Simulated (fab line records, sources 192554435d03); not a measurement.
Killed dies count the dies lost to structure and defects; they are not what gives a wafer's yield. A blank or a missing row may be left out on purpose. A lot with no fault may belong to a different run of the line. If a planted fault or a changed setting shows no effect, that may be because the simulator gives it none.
Which tool did it? | flow n5-finfet | 33 wafers from 11 lots sampled at 4 of the route's 1938 steps

== WHAT EACH GAUGE READ, for each wafer ==
N5_DUMMY_GATE_INSPECT_27: inspects for defects (brightfield).
lot  | measured    | on                | raw-defect-count
L970 | day 3 11:11 | defect-inspect-01 | 300 243 204
L971 | day 3 16:31 | defect-inspect-02 | 290 244 242
L973 | day 4 09:52 | defect-inspect-02 | 267 291 306
L974 | day 4 13:16 | defect-inspect-01 | 301 320 262
L975 | day 4 19:18 | defect-inspect-01 | 296 503 442
L976 | day 4 22:15 | defect-inspect-02 | 380 355 343
L978 | day 5 13:07 | defect-inspect-01 | 293 269 317
L987 | day 7 17:47 | defect-inspect-02 | 309 324 304
L988 | day 7 22:46 | defect-inspect-02 | 311 355 431
L989 | day 8 07:02 | defect-inspect-02 | 375 263 305
L990 | day 8 11:59 | defect-inspect-02 | 245 343 312

== EACH LOT AND THE TOOL THAT RAN IT (in order: tool; ch and the chambers of the sampled wafers; start) ==
lot  | N5_DUMMY_GATE_DESCUM_20           | N5_DUMMY_GATE_TRIM_49           | N5_DUMMY_GATE_ETCH_32
L970 | rie-diel-05 ch 0,1,2, day 3 10:02 | rie-si-02 ch 2,3, day 3 10:16   | rie-si-06 ch 0,3, day 3 10:42
L971 | rie-diel-04 ch 1,2, day 3 15:22   | rie-si-06 ch 0,1,3, day 3 15:35 | rie-si-02 ch 0,1, day 3 16:02
L973 | rie-diel-05 ch 2,3, day 4 08:43   | rie-si-06 ch 0,1, day 4 08:56   | rie-si-02 ch 0,1,2, day 4 09:23
L974 | rie-diel-05 ch 2,3, day 4 12:02   | rie-si-02 ch 1,2,3, day 4 12:15 | rie-si-03 ch 0,1,3, day 4 12:42
L975 | rie-diel-04 ch 0,1, day 4 18:09   | rie-si-03 ch 0,2, day 4 18:23   | rie-si-02 ch 1,2,3, day 4 18:49
L976 | rie-diel-04 ch 1,3, day 4 21:05   | rie-si-03 ch 1,3, day 4 21:19   | rie-si-02 ch 1,3, day 4 21:46
L978 | rie-diel-05 ch 1,2, day 5 11:57   | rie-si-03 ch 0,2,3, day 5 12:11 | rie-si-02 ch 0,1,3, day 5 12:37
L987 | rie-diel-03 ch 1,2, day 7 16:15   | rie-si-02 ch 0,1, day 7 16:35   | rie-si-02 ch 0,1,3, day 7 17:18
L988 | rie-diel-05 ch 1,2, day 7 21:37   | rie-si-03 ch 0,1,2, day 7 21:50 | rie-si-02 ch 0,1, day 7 22:17
L989 | rie-diel-03 ch 0,1, day 8 05:25   | rie-si-02 ch 0,1,3, day 8 05:38 | rie-si-03 ch 0,1,3, day 8 06:15
L990 | rie-diel-05 ch 1,2, day 8 10:48   | rie-si-02 ch 1,2, day 8 11:02   | rie-si-03 ch 0,3, day 8 11:28
- N5_DUMMY_GATE_DESCUM_20: chemistry O2, time 6.2 s.
- N5_DUMMY_GATE_TRIM_49: chemistry O2, time 29 s, target cd 14 nm.
- N5_DUMMY_GATE_ETCH_32: etches SiO2 in CF4, target depth 3.5 nm, time 3.9 s.

== THE ANSWER, worked out from the rows above alone ==
Rule: what is usual is taken from the lots themselves. The widest of any qualifying gaps counts: lots, ordered by their means at a reading, are off when they make up no more than a third of the lots, leave a main group of 4 or more, and stand apart from it by 3 or more times the standard deviation of that group's means. If all means in a main group match to the digits the tables above print for the reading, that group is not used. Also off: a lot with no number at a reading for which 4 or more lots have one. All remaining lots with rows at the step are treated as sound.
None of the lots is off at any reading shown; this tells nothing.

== WHAT THE SIMULATOR HAD INSERTED ==
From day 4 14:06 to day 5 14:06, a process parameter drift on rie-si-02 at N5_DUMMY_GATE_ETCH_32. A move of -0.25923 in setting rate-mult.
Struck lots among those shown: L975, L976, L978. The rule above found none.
